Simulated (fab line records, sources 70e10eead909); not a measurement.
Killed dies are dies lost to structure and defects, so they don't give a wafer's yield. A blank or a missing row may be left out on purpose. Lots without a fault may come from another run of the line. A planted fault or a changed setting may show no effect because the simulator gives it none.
A struck lot beside a sound one | flow nand_harc | 32 steps out of a route of 1302
Sound: wafers L431.3, L431.4, L431.5. Struck: wafer L437.6. (L437.5 of the same lot was not struck and is left out.) The cause comes at the end.
At each step with rows: each side's tool, then ch and its chambers, then its first start. Under that, the readings that differ: sound wafers | struck wafers | difference of the means | sigmas: that difference in standard deviations of wafers without a fault.
alike: readings whose means differ by less than 2 such deviations, and words and numbers that are the same on both sides. not compared: withheld readings, readings that some wafer has no value for, bounds like >300 that may hide the same value, and numbers for which the record gives no deviation and whose values overlap.
The two part at a step that has a row with sigmas, a row that says differs or no value, or rows on one side only. Numbers that don't overlap but have no deviation are shown without sigmas and don't part them. A reading that every wafer of one side lacks parts them only if that side has two wafers or more.

first, 5 steps without rows for these wafers: NHARC_A_ONON_D2_DEP_19 (target thk 1000 nm); NHARC_A_ONON_D2_DEP_22 (target thk 1000 nm); NHARC_A_ONON_D2_DEP_25 (target thk 1000 nm); NHARC_A_ONON_D2_DEP_28 (target thk 1000 nm); NHARC_A_ONON_D2_DEP_33 (deposits SiO2, target thk 200 nm).
NHARC_A_CHANNEL_HOLE_D2_DEP_00: deposits aC, target thk 3100 nm.
  sound on acl_dep-03 ch 0, day 16 13:17; struck on acl_dep-03 ch 0, day 19 10:58
  alike: throttle_valve_pct
then, 25 steps without rows for these wafers: NHARC_A_CHANNEL_HOLE_D2_DEP_01 (deposits SiON, target thk 140 nm); NHARC_A_CHANNEL_HOLE_D2_DEHYDRATE_02 (time 120 s); NHARC_A_CHANNEL_HOLE_D2_HMDS_03 (time 30 s); NHARC_A_CHANNEL_HOLE_D2_COAT_36 (time 75 s); NHARC_A_CHANNEL_HOLE_D2_COAT_37 (time 65 s); NHARC_A_CHANNEL_HOLE_D2_COAT_04 (resist thk 90 nm); NHARC_A_CHANNEL_HOLE_D2_SOFTBAKE_05 (time 55 s); NHARC_A_CHANNEL_HOLE_D2_EBR_06; NHARC_A_CHANNEL_HOLE_D2_EXPOSE_07 (exposes mask HOLE D2, target cd 100 nm); NHARC_A_CHANNEL_HOLE_D2_PEB_08 (peb time 65 s); NHARC_A_CHANNEL_HOLE_D2_DEVELOP_09 (develop time 35 s); NHARC_A_CHANNEL_HOLE_D2_DESCUM_15 (chemistry O2, time 3 s); NHARC_A_CHANNEL_HOLE_D2_ETCH_38 (etches the open film in CF4, target depth 39 nm, time 65 s); NHARC_A_CHANNEL_HOLE_D2_ETCH_39 (etches the open film in N2/H2, target depth 260 nm, time 325 s); NHARC_A_CHANNEL_HOLE_D2_ETCH_34 (etches the open film in CF4/CHF3, target depth 154 nm, time 77 s); NHARC_A_CHANNEL_HOLE_D2_ETCH_16 (etches the open film in O2/COS, target depth 3100 nm, time 806 s); NHARC_A_CHANNEL_HOLE_D2_ETCH_19 (etches the open film in C4F8/O2/Ar, time 34.5 s); NHARC_A_CHANNEL_HOLE_D2_ETCH_20 (etches the open film in C4F8/O2/Ar, time 361.9 s, target depth 1600 nm); NHARC_A_CHANNEL_HOLE_D2_ETCH_21 (etches the open film in C4F8/O2/Ar, time 514.3 s, target depth 1600 nm); NHARC_A_CHANNEL_HOLE_D2_ETCH_22 (etches the open film in C4F8/O2/Ar, time 666.7 s, target depth 1600 nm); NHARC_A_CHANNEL_HOLE_D2_ETCH_23 (etches the open film in C4F8/O2/Ar, time 819 s, target depth 1600 nm); NHARC_A_CHANNEL_HOLE_D2_ETCH_24 (etches the open film in C4F8/O2/Ar, time 906.2 s, target depth 1500 nm); NHARC_A_CHANNEL_HOLE_D2_ETCH_25 (etches the open film in C4F8/O2/Ar, time 1040.2 s, target depth 1500 nm); NHARC_A_CHANNEL_HOLE_D2_ETCH_26 (etches the open film in C4F8/O2/Ar, time 224.1 s, target depth 300 nm); NHARC_A_CHANNEL_HOLE_D2_ETCH_27 (etches the open film in C4F8/O2/Ar, time 90 s, target depth 400 nm).
-- the record jumps here: 12 days lie between the struck wafers' starts before and after (it left off in module A_CHANNEL_HOLE_D2 and takes up again in module END, whose first step shown is number 1302 of the route) --
NHARC_END_SORT_01:
  the record has rows for the struck wafers here (prober-02 ch 0, day 31 06:51) and none for the sound ones

WHERE THEY PART
Only at NHARC_END_SORT_01, within this record.

WHY: what the simulator had put in
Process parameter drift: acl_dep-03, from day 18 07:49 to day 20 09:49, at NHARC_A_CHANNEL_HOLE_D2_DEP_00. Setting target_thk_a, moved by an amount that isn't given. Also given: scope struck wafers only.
